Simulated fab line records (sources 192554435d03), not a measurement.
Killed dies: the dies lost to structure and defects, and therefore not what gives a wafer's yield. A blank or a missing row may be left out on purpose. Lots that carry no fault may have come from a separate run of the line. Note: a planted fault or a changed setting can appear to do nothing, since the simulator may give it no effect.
Problem report, 8D (eight disciplines) form, completed by code :: flow n5-finfet :: the parts of the form that need people (team, actions taken, sign-off) are left out

1. WHAT IS WRONG
spin-speed-rpm at N5_BEOL_M7_COAT_60 reads a mean of 1179.0 rpm on 6 wafers of 2 lots; wafers without a fault read 1500.1 rpm with a standard deviation of 0.89. That is -99 or more standard deviations from the usual mean.
The step: time 60 s, resist thk 35 nm.
First observed at day 11 21:04: wafer L697.1, on litho-track-01. At this step, 12 wafers from 4 lots have a number in the record. Rule for "out" (also "out of limits"): further than 4 standard deviations from the usual mean. Any other wafer with a number is counted as sound.

2. WHAT IT IS, AND WHAT IT ISN'T
question: which readings at this step
is: spin-speed-rpm
is not: resist-line-temp-C

question: which lots
is: L697, L698
is not: L690, L700

question: which wafers of those lots
is: all that have a number
is not: -

question: read on which tools
is: litho-track-01
is not: litho-track-03

question: when
is: from day 11 21:04
is not: up to then (3 sound wafers); but 3 sound wafers of L700 came after

3. WHAT RULES OUT EACH SUSPECT
Counting: a tool stays on the suspect list if, at a process step up to the reading, it processed all lots that are out and no sound lot following the first of them.
- litho-track-01 at N5_BEOL_M7_COAT_60 (time 60 s, resist thk 35 nm): kept. It processed each lot that is out, first L697 at day 11 21:04, and no sound lot thereafter; up to then, the last sound lot it processed was L690 at day 9 23:24. On those wafers its own readings are out: spin-speed-rpm.
The count leaves litho-track-01 at N5_BEOL_M7_COAT_60.

4. THE CAUSE (what the simulator had put in)
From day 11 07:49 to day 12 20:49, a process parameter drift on litho-track-01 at N5_BEOL_M7_COAT_60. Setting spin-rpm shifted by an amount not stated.
Only this tool survived the counting.

5. SEQUENCE OF EFFECTS, ordered by route
Each row: a reading whose mean over the struck wafers that have a number lies more than 3 standard deviations from the usual. Readings are gone through only where the record gives a usual standard deviation; hours: the median, over the lots, of the time from a lot's start at the first step in this table giving one to that lot's start at this step; sigmas: the change measured in usual standard deviations.
hours: 0
step: N5_BEOL_M7_COAT_60
reading: spin-speed-rpm
usual: 1500.1 rpm
on struck wafers: 1179.0
change: -321.1
sigmas: -99 or more

hours: 1
step: N5_BEOL_M7_ETCH_61
reading: etch-rf-on-time-s
usual: 75.4 s
on struck wafers: 85.0
change: +9.6
sigmas: +5.6
Its process steps:
- N5_BEOL_M7_COAT_60: time 60 s, resist thk 35 nm.
- N5_BEOL_M7_ETCH_61: etches SiARC in CF4, target depth 45.5 nm, time 75.8 s.

6. HOW IT WOULD HAVE BEEN CAUGHT EARLIER
In this record no reading fell out of limits until day 11 21:04, 13 hours after the fault had begun at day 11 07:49.
